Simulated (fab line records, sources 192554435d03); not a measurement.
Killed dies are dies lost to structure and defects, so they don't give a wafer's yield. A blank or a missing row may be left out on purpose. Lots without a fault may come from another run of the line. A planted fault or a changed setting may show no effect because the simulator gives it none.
fab line records | flow n5_finfet
record lots=5 wafers=15 last_day=17
route steps=1938 shown MOL_CONTACT_COAG@621 BEOL_M0_SAQP@632
lots that met no fault: from a run of the same line without faults
start_h: hours from the record's first day to the start of the lot's first wafer shown | wait_h: hours since the lot's step before | " the same as in the row above | L1.1+2: a row that stands for several wafers | - no value, or no start given | * or withheld: withheld | < > ~ a bound
route shown NAME@n: a module of which the file shows steps, and the number in the route of the first | usual: mean/standard deviation of fault-free wafers | same: alike in all rows | chamber/n: place in a boat | sites: the reading at each site | _std_site: their standard deviation | _edge_site: outer sites' mean less inner sites' | radius_mm: how far each site lies from the wafer's centre | mask NAME#n: copy n | behind: the tool/chamber that last shaped the wafer | hold: why the lot was held/for how many hours/how that ended | device: the transistor (n, p or np) that didn't switch | end of line: the same wafers' tests at the end of the route | a step without rows: its recipe alone | killed: dies lost to structure and defects at the first sort, not the wafer's yield | map: a wafer's dies, x killed, . not, _ none there
set.NAME: the setting as run; set.NAME@STEP: as run at that earlier step | model.NAME: the simulator's own value behind a step, which no gauge read
lots at some steps of the route; a table a step, a row a wafer
services: from which hour (start_h, from the record's first day; less than 0 if before it) a tool's chamber was out of use, for how many hours, and why
## steps
# step N5_MOL_CONTACT_COAG_SRD_139
# recipe dry=ipa_marangoni time_s=30 temp_c=23 rinse_liquid=diw
# same time_s=30
# columns lot.wafer tool chamber start_h wait_h
L074.1+3+6 wet_bench-06 0,3,4 100.28 0.0
L078.1+4+6 wet_bench-03 2,4,5 125.73 0.0
L083.2+4+5 wet_bench-04 1,3,2 156.75 0.0
L093.2+5+6 wet_bench-06 5,6,0 214.84 0.0
L094.2+3+4 wet_bench-04 6,5,7 224.13 0.0
# step N5_MOL_CONTACT_COAG_CD_MEAS_101
# recipe target_cd_nm=16
# usual cd_nm=16.1/0.37
# columns lot.wafer tool chamber start_h wait_h cd_nm
L074.1 cd_sem-02 - 100.33 0.0 15.8
L074.3 " - " " 15.8
L074.6 " - " " 15.9
L078.1 cd_sem-03 - 125.78 0.0 16.4
L078.4 " - " " 16.4
L078.6 " - " " 16.2
L083.2 cd_sem-02 - 156.79 0.0 15.8
L083.4 " - " " 16.1
L083.5 " - " " 15.9
L093.2 cd_sem-01 - 214.88 0.0 16.3
L093.5 " - " " 16.7
L093.6 " - " " 16.8
L094.2 cd_sem-03 - 224.18 0.0 16.3
L094.3 " - " " 16.3
L094.4 " - " " 15.9
# step N5_MOL_CONTACT_COAG_PRE_CLEAN_121
# recipe gas=H2/He time_s=* temp_c=withheld
# same time_s=*
# columns lot.wafer tool chamber start_h wait_h
L074.1+3+6 cvd_w-01 1,0,0 100.37 0.0
L078.1+4+6 cvd_w-01 1 125.82 0.0
L083.2+4+5 cvd_w-02 1 156.83 0.0
L093.2+5+6 cvd_w-02 1,0,1 214.93 0.0
L094.2+3+4 cvd_w-01 1,1,0 224.22 0.0
# step N5_MOL_CONTACT_COAG_CVD_140
# recipe material=W target_thk_a=665 mode=selective_fill temp_c=300 time_s=215
# usual heater_power_w=475/40
# same time_s=215
# columns lot.wafer tool chamber start_h wait_h heater_power_w
L074.1 cvd_w-01 1 100.46 0.1 460
L074.3 " 0 " " 463
L074.6 " 0 " " 461
L078.1 cvd_w-01 1 125.91 0.1 454
L078.4 " 1 " " 456
L078.6 " 1 " " 449
L083.2 cvd_w-02 1 156.92 0.1 573
L083.4 " 1 " " 563
L083.5 " 1 " " 553
L093.2 cvd_w-02 1 215.02 0.1 545
L093.5 " 0 " " 426
L093.6 " 1 " " 550
L094.2 cvd_w-01 1 224.31 0.1 463
L094.3 " 1 " " 457
L094.4 " 0 " " 466
# step N5_MOL_CONTACT_COAG_PRECLEAN_127
# recipe chemistry=DIW time_s=57.5 temp_c=23
# same time_s=57.5
# columns lot.wafer tool chamber start_h wait_h
L074.1+3+6 wet_bench-04 2,5,6 100.73 0.2
L078.1+4+6 wet_bench-06 1,0,2 126.18 0.2
L083.2+4+5 wet_bench-06 5,6,7 157.19 0.2
L093.2+5+6 wet_bench-04 1,4,6 215.29 0.2
L094.2+3+4 wet_bench-06 7,2,0 224.58 0.2
# step N5_MOL_CONTACT_COAG_SRD_128
# recipe dry_time_s=32 dry=n2_spin spin_rpm=1500
# columns lot.wafer tool chamber start_h wait_h
L074.1+3+6 wet_bench-04 2,5,6 100.75 0.0
L078.1+4+6 wet_bench-06 1,0,2 126.20 0.0
L083.2+4+5 wet_bench-06 5,6,7 157.21 0.0
L093.2+5+6 wet_bench-04 1,4,6 215.30 0.0
L094.2+3+4 wet_bench-06 7,2,0 224.60 0.0
# step N5_MOL_CONTACT_COAG_CMP_52
# recipe stop_on=SiO2 t_overpolish_s=1.5 post_cmp_clean=w_dilute_nh4oh down_force_psi=4 platen_rpm=50.289 pad_velocity_m_s=1.0006 target_thk_nm=66.5
# usual motor_current_A=12.2/1.4 overpolish_run_s=1.500/0.0091 time_to_endpoint_s=14.0/2.5
# columns lot.wafer tool chamber start_h wait_h motor_current_A overpolish_run_s time_to_endpoint_s
L074.3 cmp-03 1 100.78 0.0 13.3 1.506 16.7
L074.1 " 3 " " 14.2 1.491 14.6
L074.6 " 2 " " 12.4 1.504 10.5
L078.4 cmp-01 1 126.23 0.0 12.7 1.487 15.9
L078.1 " 3 " " 9.9 1.490 17.6
L078.6 " 1 " " 12.7 1.488 17.5
L083.2 cmp-03 1 157.24 0.0 12.2 1.514 16.3
L083.4 " 0 " " 11.3 1.498 14.4
L083.5 " 2 " " 13.1 1.489 11.1
L093.2 cmp-03 1 215.56 0.2 12.9 1.502 15.6
L093.5 " 3 " " 13.5 1.495 12.8
L093.6 " 0 " " 11.5 1.494 13.4
L094.4 cmp-02 2 224.63 0.0 11.2 1.505 13.8
L094.3 " 0 " " 11.4 1.489 16.3
L094.2 " 1 " " 13.6 1.515 16.9
# step N5_MOL_CONTACT_COAG_THK_MEAS_53
# recipe reads=SiO2_of_MOL_CONTACT_COAG_PECVD_31
# usual VIA_MOL_THK=43.8/0.66
# columns lot.wafer tool chamber start_h wait_h VIA_MOL_THK[nm]
L074.1 film_metro-02 - 101.07 - 44.7
L074.3 " - " " 42.9
L074.6 " - " " 44.9
L078.1 film_metro-01 - 126.53 - 44.1
L078.4 " - " " 45.5
L078.6 " - " " 44.3
L083.2 film_metro-01 - 157.54 - 43.6
L083.4 " - " " 44.0
L083.5 " - " " 44.0
L093.2 film_metro-02 - 215.78 - 44.0
L093.5 " - " " 43.7
L093.6 " - " " 44.6
L094.2 film_metro-02 - 224.92 - 43.3
L094.3 " - " " 44.2
L094.4 " - " " 44.8
# step N5_MOL_CONTACT_COAG_ANNEAL_112
# recipe temp_c=400 time_s=1800 ambient=HPD2 pressure_atm=10
# usual wafer_temp_C_max=402.9/0.6
# same time_s=1800
# columns lot.wafer tool chamber start_h wait_h wafer_temp_C_max
L074.1 hp_anneal-01 0 101.10 0.0 403.4
L074.3 " 0 " " 403.1
L074.6 " 0 " " 403.4
L078.1 hp_anneal-01 0 126.55 0.0 402.5
L078.4 " 0 " " 402.1
L078.6 " 0 " " 402.6
L083.2 hp_anneal-01 0 157.56 0.0 403.5
L083.4 " 0 " " 402.6
L083.5 " 0 " " 403.5
L093.2 hp_anneal-01 0 215.81 0.0 403.4
L093.5 " 0 " " 402.3
L093.6 " 0 " " 402.3
L094.2 hp_anneal-01 0 224.95 0.0 402.7
L094.3 " 0 " " 403.2
L094.4 " 0 " " 403.2
# step N5_MOL_CONTACT_COAG_INSPECT_97
# recipe inspect_instrument=darkfield mode=post_anneal
# usual raw_defect_count=46/19
# columns lot.wafer tool chamber start_h wait_h raw_defect_count
L074.1 defect_inspect-01 - 104.12 0.0 49
L074.3 " - " " 18
L074.6 " - " " 24
L078.1 defect_inspect-02 - 129.58 0.0 61
L078.4 " - " " 98
L078.6 " - " " 58
L083.2 defect_inspect-02 - 160.61 0.0 67
L083.4 " - " " 49
L083.5 " - " " 57
L093.2 defect_inspect-01 - 218.86 0.1 34
L093.5 " - " " 70
L093.6 " - " " 55
L094.2 defect_inspect-02 - 227.99 0.0 45
L094.3 " - " " 75
L094.4 " - " " 34
# step N5_BEOL_M0_SAQP_PECVD_00
# recipe material=SiCN target_thk_a=80 temp_c=withheld precursor=3MS/NH3 pressure_torr=3 rf_w=202 time_s=14
# usual rf_fwd_power_W=198.7/1.4 showerhead_plenum_p_Torr=3.656/0.014 throttle_valve_pct=9.1/0.54
# same time_s=14
# columns lot.wafer tool chamber start_h wait_h rf_fwd_power_W showerhead_plenum_p_Torr throttle_valve_pct
L074.1 pecvd-02 1 104.46 0.2 196.8 3.649 9.0
L074.3 " 0 " " 200.8 3.680 9.4
L074.6 " 2 " " 199.3 3.660 8.5
L078.1 pecvd-02 2 129.92 0.2 201.1 3.656 8.4
L078.4 " 2 " " 201.1 3.663 8.6
L078.6 " 1 " " 197.8 3.648 9.0
L083.2 pecvd-01 1 160.92 0.2 197.8 3.627 10.4
L083.4 " 2 " " 196.7 3.658 9.2
L083.5 " 1 " " 197.4 3.626 10.1
L093.2 pecvd-02 0 219.19 0.2 199.2 3.673 9.7
L093.5 " 0 " " 199.0 3.668 9.6
L093.6 " 1 " " 197.0 3.661 8.5
L094.2 pecvd-03 1 228.30 0.2 198.0 3.664 8.9
L094.3 " 2 " " 200.1 3.661 8.4
L094.4 " 0 " " 200.6 3.657 8.6
# step N5_BEOL_M0_SAQP_ILD_DEP_01
# recipe material=SiOC target_thk_a=454.19 temp_c=350 precursor=DEMS/O2 pressure_torr=5 rf_w=500 time_s=8.7
# usual heater_power_w=475/61 rf_fwd_power_W=493.2/3 showerhead_plenum_p_Torr=5.685/0.015 throttle_valve_pct=12.0/0.73
# same time_s=8.7
# columns lot.wafer tool chamber start_h wait_h heater_power_w rf_fwd_power_W showerhead_plenum_p_Torr throttle_valve_pct
L074.1 pecvd-02 1 104.48 0.0 372 489.9 5.687 11.7
L074.3 " 0 " " 554 495.9 5.697 12.7
L074.6 " 2 " " 417 495.3 5.698 11.4
L078.1 pecvd-02 2 129.95 0.0 450 495.2 5.684 11.5
L078.4 " 2 " " 468 495.6 5.699 11.4
L078.6 " 1 " " 429 491.2 5.669 11.5
L083.2 pecvd-01 1 160.95 0.0 362 489.2 5.649 13.1
L083.4 " 2 " " 469 489.0 5.676 12.5
L083.5 " 1 " " 363 488.9 5.665 13.3
L093.2 pecvd-02 0 219.21 0.0 468 495.6 5.707 13.0
L093.5 " 0 " " 455 496.6 5.694 12.7
L093.6 " 1 " " 433 489.7 5.674 11.9
L094.2 pecvd-03 1 228.33 0.0 481 491.5 5.698 11.7
L094.3 " 2 " " 451 496.3 5.695 10.8
L094.4 " 0 " " 475 492.8 5.692 11.5
# step N5_BEOL_M0_SAQP_HM_DEP_02
# recipe material=TiN target_thk_a=120 temp_c=25 chamber_pressure_pa=0.49996
# usual throttle_valve_pct=30.1/1.5
# columns lot.wafer tool chamber start_h wait_h throttle_valve_pct
L074.1 pvd_sputter-01 - 104.96 0.5 30.8
L074.3 " - " " 28.4
L074.6 " - " " 28.5
L078.1 pvd_sputter-03 - 130.27 0.3 29.7
L078.4 " - " " 31.5
L078.6 " - " " 32.0
L083.2 pvd_sputter-01 - 163.16 2.2 30.8
L083.4 " - " " 28.3
L083.5 " - " " 28.3
L093.2 pvd_sputter-03 - 220.07 0.8 31.8
L093.5 " - " " 30.0
L093.6 " - " " 31.5
L094.2 pvd_sputter-01 - 228.94 0.6 31.0
L094.3 " - " " 28.4
L094.4 " - " " 30.1
# step N5_BEOL_M0_SAQP_PECVD_03
# recipe material=SiCN target_thk_a=120 temp_c=withheld precursor=3MS/NH3 pressure_torr=3 rf_w=202 time_s=21.1
# usual rf_fwd_power_W=199.2/1.3 showerhead_plenum_p_Torr=3.659/0.012 throttle_valve_pct=9.0/0.52
# same time_s=21.1
# columns lot.wafer tool chamber start_h wait_h rf_fwd_power_W showerhead_plenum_p_Torr throttle_valve_pct
L074.1 pecvd-03 2 105.08 0.1 200.6 3.669 8.3
L074.3 " 0 " " 200.0 3.663 9.0
L074.6 " 0 " " 199.2 3.663 8.6
L078.1 pecvd-02 1 130.39 0.1 196.4 3.653 8.8
L078.4 " 2 " " 201.0 3.662 8.5
L078.6 " 0 " " 200.9 3.664 9.5
L083.2 pecvd-02 0 163.28 0.1 199.7 3.667 9.7
L083.4 " 2 " " 200.1 3.664 8.5
L083.5 " 1 " " 198.1 3.658 9.0
L093.2 pecvd-03 0 220.19 0.1 199.3 3.664 9.0
L093.5 " 0 " " 199.5 3.662 8.7
L093.6 " 1 " " 199.8 3.661 8.6
L094.2 pecvd-03 2 229.06 0.1 201.2 3.665 8.5
L094.3 " 0 " " 199.7 3.660 8.9
L094.4 " 2 " " 200.5 3.671 8.4
# step N5_BEOL_M0_SAQP_PECVD_96
# recipe material=a-Si target_thk_a=450 temp_c=350 precursor=SiH4/He pressure_torr=3 rf_w=100 time_s=45.2
# usual heater_power_w=609/54 rf_fwd_power_W=99.1/0.42 showerhead_plenum_p_Torr=5.65/0.046 throttle_valve_pct=18.0/0.98
# same time_s=45.2
# columns lot.wafer tool chamber start_h wait_h heater_power_w rf_fwd_power_W showerhead_plenum_p_Torr throttle_valve_pct
L074.1 pecvd-03 2 105.11 0.0 581 99.0 5.69 16.7
L074.3 " 0 " " 641 99.2 5.65 17.6
L074.6 " 0 " " 656 99.0 5.65 17.7
L078.1 pecvd-02 1 130.42 0.0 512 98.7 5.62 17.8
L078.4 " 2 " " 608 99.7 5.63 17.4
L078.6 " 0 " " 683 99.2 5.69 18.8
L083.2 pecvd-02 0 163.31 0.0 620 100.2 5.69 19.0
L083.4 " 2 " " 625 99.5 5.66 17.4
L083.5 " 1 " " 487 98.9 5.62 17.9
L093.2 pecvd-03 0 220.24 0.0 632 99.5 5.67 17.7
L093.5 " 0 " " 658 99.2 5.67 17.8
L093.6 " 1 " " 682 99.1 5.67 17.7
L094.2 pecvd-03 2 229.09 0.0 565 99.5 5.68 16.7
L094.3 " 0 " " 641 99.6 5.67 17.6
L094.4 " 2 " " 578 99.6 5.69 16.8
# step N5_BEOL_M0_SAQP_PECVD_97
# recipe material=SiNx target_thk_a=230 temp_c=350 precursor=SiH4/NH3/N2 pressure_torr=1.5 rf_w=300 time_s=19.9
# usual heater_power_w=545/56 rf_fwd_power_W=296.8/1.5 showerhead_plenum_p_Torr=5.11/0.061 throttle_valve_pct=39.5/2.2
# same time_s=19.9
# columns lot.wafer tool chamber start_h wait_h heater_power_w rf_fwd_power_W showerhead_plenum_p_Torr throttle_valve_pct
L074.1 pecvd-03 2 105.16 0.0 514 299.5 5.16 36.3
L074.3 " 0 " " 520 298.6 5.13 38.6
L074.6 " 0 " " 519 297.7 5.13 38.9
L078.1 pecvd-02 1 130.47 0.0 465 294.1 5.09 39.3
L078.4 " 2 " " 521 297.6 5.13 37.7
L078.6 " 0 " " 591 298.6 5.16 42.3
L083.2 pecvd-02 0 163.36 0.0 624 297.1 5.18 42.4
L083.4 " 2 " " 498 299.6 5.11 37.8
L083.5 " 1 " " 492 296.6 5.10 39.3
L093.2 pecvd-03 0 220.30 0.0 558 297.5 5.13 38.8
L093.5 " 0 " " 553 297.1 5.13 38.4
L093.6 " 1 " " 629 297.3 5.13 38.7
L094.2 pecvd-03 2 229.14 0.0 603 296.5 5.16 36.3
L094.3 " 0 " " 492 296.2 5.14 38.6
L094.4 " 2 " " 610 298.6 5.16 36.6
# step N5_BEOL_M0_SAQP_PECVD_04
# recipe material=a-Si target_thk_a=600 temp_c=350 precursor=SiH4/He pressure_torr=3 rf_w=100 time_s=60.2
# usual heater_power_w=621/50 rf_fwd_power_W=99.4/0.45 showerhead_plenum_p_Torr=5.64/0.046 throttle_valve_pct=18.0/1
# same time_s=60.2
# columns lot.wafer tool chamber start_h wait_h heater_power_w rf_fwd_power_W showerhead_plenum_p_Torr throttle_valve_pct
L074.1 pecvd-03 2 105.20 0.0 673 99.5 5.68 16.7
L074.3 " 0 " " 618 99.1 5.65 17.5
L074.6 " 0 " " 614 99.4 5.68 17.5
L078.1 pecvd-02 1 130.51 0.0 578 99.3 5.62 17.9
L078.4 " 2 " " 611 99.8 5.64 17.1
L078.6 " 0 " " 665 99.5 5.70 19.3
L083.2 pecvd-02 0 163.40 0.0 688 99.5 5.71 19.2
L083.4 " 2 " " 593 99.5 5.65 17.3
L083.5 " 1 " " 557 98.8 5.63 17.8
L093.2 pecvd-03 0 220.36 0.0 607 99.5 5.67 17.6
L093.5 " 0 " " 611 99.6 5.67 17.7
L093.6 " 1 " " 667 99.0 5.67 17.8
L094.2 pecvd-03 2 229.18 0.0 659 100.3 5.67 16.8
L094.3 " 0 " " 638 99.0 5.66 17.6
L094.4 " 2 " " 647 100.0 5.68 16.7
# step N5_BEOL_M0_SAQP_THK_MEAS_05
# usual thk_nm=59.8/0.66
# columns lot.wafer tool chamber start_h wait_h thk_nm
L074.1 film_metro-01 - 105.29 0.1 59.8
L074.3 " - " " 59.0
L074.6 " - " " 60.0
L078.1 film_metro-02 - 130.60 0.1 59.3
L078.4 " - " " 59.7
L078.6 " - " " 60.2
L083.2 film_metro-02 - 163.49 0.1 59.3
L083.4 " - " " 59.9
L083.5 " - " " 59.5
L093.2 film_metro-01 - 220.49 0.1 59.0
L093.5 " - " " 60.1
L093.6 " - " " 59.4
L094.2 film_metro-01 - 229.27 0.1 58.9
L094.3 " - " " 59.0
L094.4 " - " " 60.2
# step N5_BEOL_M0_SAQP_HM_DEP_111
# recipe material=SiO2 target_thk_a=120 temp_c=400 precursor=SiH4/N2O pressure_torr=0.75 rf_w=275 time_s=7.2
# usual heater_power_w=766/84 rf_fwd_power_W=272.8/1.1 showerhead_plenum_p_Torr=8.06/0.14
# same time_s=7.2
# columns lot.wafer tool chamber start_h wait_h heater_power_w rf_fwd_power_W showerhead_plenum_p_Torr
L074.1 pecvd-02 0 105.33 0.0 840 274.4 8.21
L074.3 " 1 " " 652 271.2 8.03
L074.6 " 0 " " 840 274.3 8.21
L078.1 pecvd-01 2 130.64 0.0 780 271.7 8.00
L078.4 " 2 " " 774 271.8 8.01
L078.6 " 0 " " 769 272.3 8.02
L083.2 pecvd-03 2 163.53 0.0 798 274.6 8.16
L083.4 " 2 " " 804 275.0 8.20
L083.5 " 0 " " 782 273.3 8.13
L093.2 pecvd-01 1 220.53 0.0 616 272.9 7.74
L093.5 " 1 " " 628 272.4 7.76
L093.6 " 0 " " 919 273.3 8.02
L094.2 pecvd-01 1 229.31 0.0 725 272.4 7.76
L094.3 " 0 " " 785 273.9 8.03
L094.4 " 1 " " 700 271.8 7.76
# step N5_BEOL_M0_SAQP_COAT_81
# recipe resist=SOC temp_c=250 time_s=60 spin_rpm=1500 resist_thk_nm=100
# usual resist_line_temp_C=23.00/0.098
# same time_s=60
# columns lot.wafer tool chamber start_h wait_h resist_line_temp_C
L074.1 litho_track-01 0 105.40 0.1 22.94
L074.3 " 0 " " 23.10
L074.6 " 0 " " 23.03
L078.1 litho_track-01 0 130.71 0.1 22.76
L078.4 " 0 " " 22.88
L078.6 " 0 " " 22.89
L083.2 litho_track-03 0 163.61 0.1 23.19
L083.4 " 0 " " 22.95
L083.5 " 0 " " 23.01
L093.2 litho_track-03 0 220.63 0.1 22.91
L093.5 " 0 " " 23.11
L093.6 " 0 " " 23.20
L094.2 litho_track-03 0 229.41 0.1 22.91
L094.3 " 0 " " 23.00
L094.4 " 0 " " 22.82
# step N5_BEOL_M0_SAQP_COAT_82
# recipe resist=SiARC temp_c=220 time_s=60 spin_rpm=1500 resist_thk_nm=30
# usual resist_line_temp_C=23.02/0.099
# same time_s=60
# columns lot.wafer tool chamber start_h wait_h resist_line_temp_C
L074.1 litho_track-01 0 - - 23.09
L074.3 " 0 " " 23.00
L074.6 " 0 " " 23.02
L078.1 litho_track-01 0 - - 22.83
L078.4 " 0 " " 22.95
L078.6 " 0 " " 22.86
L083.2 litho_track-03 0 - - 22.94
L083.4 " 0 " " 23.11
L083.5 " 0 " " 23.05
L093.2 litho_track-03 0 - - 22.95
L093.5 " 0 " " 23.09
L093.6 " 0 " " 23.18
L094.2 litho_track-03 0 - - 23.12
L094.3 " 0 " " 23.03
L094.4 " 0 " " 23.12
# step N5_BEOL_M0_SAQP_COAT_08
# recipe resist=CAR-ArF spin_rpm=1500 resist_thk_nm=90
# usual resist_line_temp_C=22.99/0.1
# columns lot.wafer tool chamber start_h wait_h resist_line_temp_C
L074.1 litho_track-01 0 - - 23.22
L074.3 " 0 " " 23.05
L074.6 " 0 " " 22.91
L078.1 litho_track-01 0 - - 22.76
L078.4 " 0 " " 22.95
L078.6 " 0 " " 23.14
L083.2 litho_track-03 0 - - 22.88
L083.4 " 0 " " 22.98
L083.5 " 0 " " 22.98
L093.2 litho_track-03 0 - - 23.14
L093.5 " 0 " " 22.97
L093.6 " 0 " " 23.03
L094.2 litho_track-03 0 - - 23.12
L094.3 " 0 " " 23.15
L094.4 " 0 " " 23.17
# step N5_BEOL_M0_SAQP_EBR_10
# recipe solvent=PGMEA ebr_width_mm=1.5
# usual resist_line_temp_C=22.99/0.1
# columns lot.wafer tool chamber start_h wait_h resist_line_temp_C
L074.1 litho_track-01 0 - - 22.76
L074.3 " 0 " " 22.95
L074.6 " 0 " " 22.88
L078.1 litho_track-01 0 - - 22.87
L078.4 " 0 " " 22.94
L078.6 " 0 " " 23.07
L083.2 litho_track-03 0 - - 23.03
L083.4 " 0 " " 22.92
L083.5 " 0 " " 22.85
L093.2 litho_track-03 0 - - 23.02
L093.5 " 0 " " 22.94
L093.6 " 0 " " 23.10
L094.2 litho_track-03 0 - - 22.98
L094.3 " 0 " " 23.06
L094.4 " 0 " " 23.07
# step N5_BEOL_M0_SAQP_SOFTBAKE_09
# recipe temp_c=110 time_s=60 resist=CAR-ArF
# usual resist_line_temp_C=23.03/0.092
# same time_s=60
# columns lot.wafer tool chamber start_h wait_h resist_line_temp_C
L074.1 litho_track-01 0 - - 23.02
L074.3 " 0 " " 23.01
L074.6 " 0 " " 23.04
L078.1 litho_track-01 0 - - 23.07
L078.4 " 0 " " 22.89
L078.6 " 0 " " 23.04
L083.2 litho_track-03 0 - - 23.11
L083.4 " 0 " " 23.10
L083.5 " 0 " " 23.03
L093.2 litho_track-03 0 - - 23.10
L093.5 " 0 " " 23.15
L093.6 " 0 " " 23.08
L094.2 litho_track-03 0 - - 22.89
L094.3 " 0 " " 22.99
L094.4 " 0 " " 22.97
# step N5_BEOL_M0_SAQP_EXPOSE_11
# recipe mask_id=M0_CORE na=1.35 source_shape=dipole sigma_inner=0.538 sigma_outer=0.738 polarization=te target_cd_nm=42 dose_mj=55
# columns lot.wafer tool chamber start_h wait_h mask
L074.1+3+6 arfi_scanner-03 0 105.65 - M0_CORE#0
L078.1+4+6 arfi_scanner-03 0 130.83 - M0_CORE#0
L083.2+4+5 arfi_scanner-01 0 163.73 - M0_CORE#0
L093.2+5+6 arfi_scanner-03 0 220.88 - M0_CORE#0
L094.2+3+4 arfi_scanner-03 0 229.53 - M0_CORE#0
# step N5_BEOL_M0_SAQP_PEB_12
# recipe peb_temp_c=withheld peb_time_s=60 resist=CAR-ArF
# usual resist_line_temp_C=23.01/0.097
# columns lot.wafer tool chamber start_h wait_h resist_line_temp_C
L074.1 litho_track-04 0 105.71 0.1 22.89
L074.3 " 0 " " 22.98
L074.6 " 0 " " 22.98
L078.1 litho_track-01 0 130.89 0.1 23.17
L078.4 " 0 " " 22.98
L078.6 " 0 " " 22.91
L083.2 litho_track-01 0 163.78 0.0 23.22
L083.4 " 0 " " 23.00
L083.5 " 0 " " 23.14
L093.2 litho_track-01 0 220.93 0.0 23.06
L093.5 " 0 " " 23.08
L093.6 " 0 " " 23.08
L094.2 litho_track-04 0 229.59 0.0 23.05
L094.3 " 0 " " 22.93
L094.4 " 0 " " 23.07
# step N5_BEOL_M0_SAQP_DEVELOP_13
# recipe develop_time_s=30 developer=TMAH resist=CAR-ArF dev_temp_c=23 rinse_liquid=diw dry=air_spin
# usual resist_line_temp_C=22.98/0.12
# columns lot.wafer tool chamber start_h wait_h resist_line_temp_C
L074.1 litho_track-04 0 - - 22.83
L074.3 " 0 " " 22.79
L074.6 " 0 " " 22.63
L078.1 litho_track-01 0 - - 23.01
L078.4 " 0 " " 22.88
L078.6 " 0 " " 22.94
L083.2 litho_track-01 0 - - 23.00
L083.4 " 0 " " 22.85
L083.5 " 0 " " 22.82
L093.2 litho_track-01 0 - - 23.00
L093.5 " 0 " " 22.95
L093.6 " 0 " " 23.23
L094.2 litho_track-04 0 - - 23.15
L094.3 " 0 " " 23.11
L094.4 " 0 " " 23.17
# step N5_BEOL_M0_SAQP_CD_MEAS_14
# recipe target_cd_nm=42.5 landing_energy_ev=500 detector=se_inlens
# usual cd_nm=42.5/0.32
# columns lot.wafer tool chamber start_h wait_h cd_nm
L074.1 cd_sem-02 0 105.77 - 41.8
L074.3 " 0 " " 42.4
L074.6 " 0 " " 42.4
L078.1 cd_sem-02 0 130.96 - 42.1
L078.4 " 0 " " 41.8
L078.6 " 0 " " 42.1
L083.2 cd_sem-02 0 163.85 - 42.5
L083.4 " 0 " " 42.6
L083.5 " 0 " " 42.3
L093.2 cd_sem-02 0 221.00 - 42.0
L093.5 " 0 " " 42.3
L093.6 " 0 " " 42.5
L094.2 cd_sem-02 0 229.66 - 42.3
L094.3 " 0 " " 42.7
L094.4 " 0 " " 42.6
# step N5_BEOL_M0_SAQP_OVL_MEAS_15
# recipe points_per_wafer=44
# usual M0_CORE_OVL=0.3/0.8
# columns lot.wafer tool chamber start_h wait_h M0_CORE_OVL[nm]
L074.1 overlay-02 0 105.80 0.0 0.4
L074.3 " 0 " " -0.5
L074.6 " 0 " " -0.4
L078.1 overlay-02 0 130.99 0.0 0.7
L078.4 " 0 " " 0.0
L078.6 " 0 " " 0.1
L083.2 overlay-02 0 163.88 0.0 1.0
L083.4 " 0 " " 0.6
L083.5 " 0 " " 0.4
L093.2 overlay-01 0 221.03 0.0 0.0
L093.5 " 0 " " 0.1
L093.6 " 0 " " -0.2
L094.2 overlay-02 0 229.69 0.0 -1.0
L094.3 " 0 " " -1.1
L094.4 " 0 " " -1.1
# step N5_BEOL_M0_SAQP_INSPECT_16
# recipe mode=adi inspect_instrument=brightfield
# usual raw_defect_count=537/160
# columns lot.wafer tool chamber start_h wait_h raw_defect_count
L074.1 defect_inspect-01 - 105.83 0.0 327
L074.3 " - " " 335
L074.6 " - " " 547
L078.1 defect_inspect-02 - 131.01 0.0 503
L078.4 " - " " 647
L078.6 " - " " 607
L083.2 defect_inspect-02 - 163.91 0.0 409
L083.4 " - " " 856
L083.5 " - " " 531
L093.2 defect_inspect-02 - 221.05 0.0 706
L093.5 " - " " 586
L093.6 " - " " 544
L094.2 defect_inspect-01 - 229.71 0.0 407
L094.3 " - " " 710
L094.4 " - " " 788
# step N5_BEOL_M0_SAQP_DESCUM_19
# recipe chemistry=O2 time_s=7.9 source_power_w=50 bias_power_w=20 pressure_mtorr=20 rf_frequency_hz=2.712e+07 temp_c=40 resist=CAR-ArF o2_flow_sccm=225
# usual drypump_motor_current_A=5.8/0.34 oes_product_au=0.82/0.072 rf_fwd_power_W=49.25/0.22 rf_vpp_V=243.4/1.5 showerhead_plenum_p_Torr=2.11/0.084 throttle_valve_pct=20.39/0.24
# same time_s=7.9
# columns lot.wafer tool chamber start_h wait_h drypump_motor_current_A oes_product_au rf_fwd_power_W rf_hours_counter_h rf_vpp_V showerhead_plenum_p_Torr throttle_valve_pct
L074.1 rie_diel-06 3 105.86 0.0 5.6 0.78 49.34 140 245.0 2.19 20.31
L074.3 " 2 " " 6.0 0.85 49.43 58 244.5 2.23 20.35
L074.6 " 3 " " 5.6 0.78 49.38 - 244.4 2.19 20.32
L078.1 rie_diel-04 3 131.05 0.0 6.0 0.93 49.29 12 244.8 2.14 20.47
L078.4 " 3 " " 6.0 0.94 49.12 - 245.3 2.14 20.46
L078.6 " 2 " " 5.3 0.84 49.26 - 241.5 2.02 20.46
L083.2 rie_diel-04 0 163.94 0.0 5.7 0.93 49.23 9 243.1 2.07 20.19
L083.4 " 3 " " 6.0 0.90 49.58 19 243.1 2.14 20.48
L083.5 " 2 " " 5.4 0.82 48.92 - 241.4 2.02 20.46
L093.2 rie_diel-02 3 221.09 0.0 5.8 0.81 49.31 85 245.9 2.22 20.04
L093.5 " 3 " " 5.9 0.82 49.12 - 244.0 2.22 20.04
L093.6 " 2 " " 6.5 0.78 49.16 - 243.0 2.03 20.90
L094.2 rie_diel-04 1 229.74 0.0 5.5 0.69 49.34 224 243.1 2.05 20.36
L094.3 " 0 " " 5.6 0.91 48.83 27 241.6 2.06 20.19
L094.4 " 3 " " 6.0 0.86 49.30 38 243.4 2.13 20.53
## services
# columns tool chamber start_h hours kind
cmp-01 - 77.15 2.2 repair
rie_diel-02 1 80.37 7.8 repair
rie_diel-02 0 80.68 14.0 repair
pecvd-03 - 85.19 1.1 repair
arfi_scanner-03 - 90.04 2.4 repair
rie_diel-04 2 97.38 9.7 repair
pecvd-01 - 99.28 2.8 pm
cmp-03 - 102.60 1.9 repair
arfi_scanner-01 - 103.44 0.8 pm
cvd_w-01 - 108.28 14.6 pm
pecvd-03 2 113.81 7.7 repair
pecvd-01 2 135.18 6.6 repair
pvd_sputter-03 - 139.16 3.7 repair
rie_diel-04 3 146.43 9.5 repair
arfi_scanner-03 - 146.43 0.5 repair
hp_anneal-01 - 153.66 3.8 repair
arfi_scanner-03 - 161.23 1.3 pm
arfi_scanner-03 - 168.26 1.0 pm
cvd_w-02 - 177.21 2.8 pm
cmp-03 - 184.14 4.0 pm
arfi_scanner-03 - 186.39 1.0 pm
wet_bench-06 - 205.46 2.0 repair
pecvd-03 2 214.79 5.7 repair
arfi_scanner-03 - 218.85 0.8 pm
## key
fault none
